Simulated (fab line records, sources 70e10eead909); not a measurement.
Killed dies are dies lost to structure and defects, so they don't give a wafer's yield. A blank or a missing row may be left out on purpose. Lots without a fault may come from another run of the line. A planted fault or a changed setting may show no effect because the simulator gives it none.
Chamber matching | flow nand_harc | NHARC_P_GATE_ALD_36 on ald_sin-03: 4 sister chambers
The step deposits SiNx, target thk 20 nm, pulse time 60 s, ald cycles 223. 4 wafers are shown with their chamber, then 7 later ones without.

WAFERS WITH THEIR CHAMBER
wafer  | chamber | heater_power_w (W)
L087.4 | 0       | 1038
L087.3 | 1       | 776
L088.4 | 3       | 831
L088.1 | 2       | 1006

WAFERS WITHOUT THEIR CHAMBER
wafer  | heater_power_w (W)
L088.5 | 1066
L092.2 | 819
L092.4 | 1030
L092.1 | 763
L095.2 | 990
L095.3 | 1034
L095.6 | 1006

WHICH CHAMBER EACH WENT THROUGH
wafer  | from the rows above     | in truth
L088.5 | 0                       | 0
L092.2 | 3                       | 3
L092.4 | can't be placed: 0 or 2 | 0
L092.1 | 1                       | 1
L095.2 | 2                       | 2
L095.3 | can't be placed: 0 or 2 | 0
L095.6 | 2                       | 2
Placed correctly: 5 of 7. Can't be placed from these rows: 2 (the true chamber is among the candidates in 2). Placed wrongly: 0.
How it was worked out, from the rows above alone: a wafer's distance from a chamber is the root of the sum, over the readings, of the square of ((its reading less the chamber's mean) divided by the reading's scatter). The wafer belongs to the nearest chamber; if the next one is less than 2 further off, it can't be placed. A chamber's mean is the mean of its shown wafers. The scatter: with one shown wafer a chamber, the root of the mean of the squares of how far each hidden wafer lies from its nearest shown one.
